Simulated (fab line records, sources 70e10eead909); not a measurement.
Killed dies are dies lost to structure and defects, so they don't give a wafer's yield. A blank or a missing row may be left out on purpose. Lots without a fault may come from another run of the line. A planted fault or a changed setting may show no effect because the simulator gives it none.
Which tool did it? | flow nand_harc | 6 lots, 18 wafers sampled, at 3 steps of a route of 1302

WHAT THE GAUGES READ, wafer by wafer
NHARC_THIN_TSV_CD_MEAS_16.
lot  | measured     | on        | cd_nm (nm)
L435 | day 24 11:17 | cd_sem-01 | 1001.4 1002.0 998.6
L438 | day 26 09:37 | cd_sem-03 | 996.9 997.4 999.3
L441 | day 26 19:52 | cd_sem-02 | 1003.5 1001.0 1001.1
L447 | day 29 12:25 | cd_sem-01 | 998.9 997.5 998.7
L452 | day 32 03:39 | cd_sem-03 | 998.2 1001.0 998.9
L457 | day 33 00:01 | cd_sem-03 | 997.9 997.9 1000.1

WHICH TOOL RAN EACH LOT (tool, then ch and the chambers of the sampled wafers, then the start)
lot  | NHARC_A_CONTACT_DEP_85          | NHARC_A_BONDPAD_CMP_19
L435 | pecvd-03 ch 0,2, day 22 23:02   | cmp-01 ch 0,3, day 23 22:14
L438 | pecvd-03 ch 1,2, day 24 21:48   | cmp-01 ch 1,3, day 25 19:53
L441 | pecvd-03 ch 0,1,2, day 25 09:07 | cmp-04 ch 0,1,2, day 26 07:47
L447 | pecvd-02 ch 0,1,2, day 27 06:23 | cmp-04 ch 0,1, day 28 05:11
L452 | pecvd-01 ch 0,1, day 30 08:12   | cmp-04 ch 2,3, day 31 07:06
L457 | pecvd-01 ch 0,2, day 31 12:08   | cmp-01 ch 0,1,2, day 32 10:17
- NHARC_A_CONTACT_DEP_85: deposits SiON, target thk 60 nm.
- NHARC_A_BONDPAD_CMP_19: polishes, t overpolish 30 s, cu recess touch 16 s, target thk 169.82 nm.

THE ANSWER, worked out from the rows above alone
Rule: what is usual is taken from the lots themselves. Put in order of their means at a reading, lots are off if they are a third of the lots or fewer, leave a main group of 4 or more, and stand apart from it by a gap of 3 or more times the standard deviation of the main group's means; of several such gaps the widest counts. A main group whose means are all the same, to the digits that the tables above print for the reading, isn't used. A lot without any number at a reading at which 4 lots or more have one is off too. The other lots that the step has rows for count as sound.
No lot is off at any reading shown: from this, nothing can be told.

WHAT THE SIMULATOR HAD PUT IN
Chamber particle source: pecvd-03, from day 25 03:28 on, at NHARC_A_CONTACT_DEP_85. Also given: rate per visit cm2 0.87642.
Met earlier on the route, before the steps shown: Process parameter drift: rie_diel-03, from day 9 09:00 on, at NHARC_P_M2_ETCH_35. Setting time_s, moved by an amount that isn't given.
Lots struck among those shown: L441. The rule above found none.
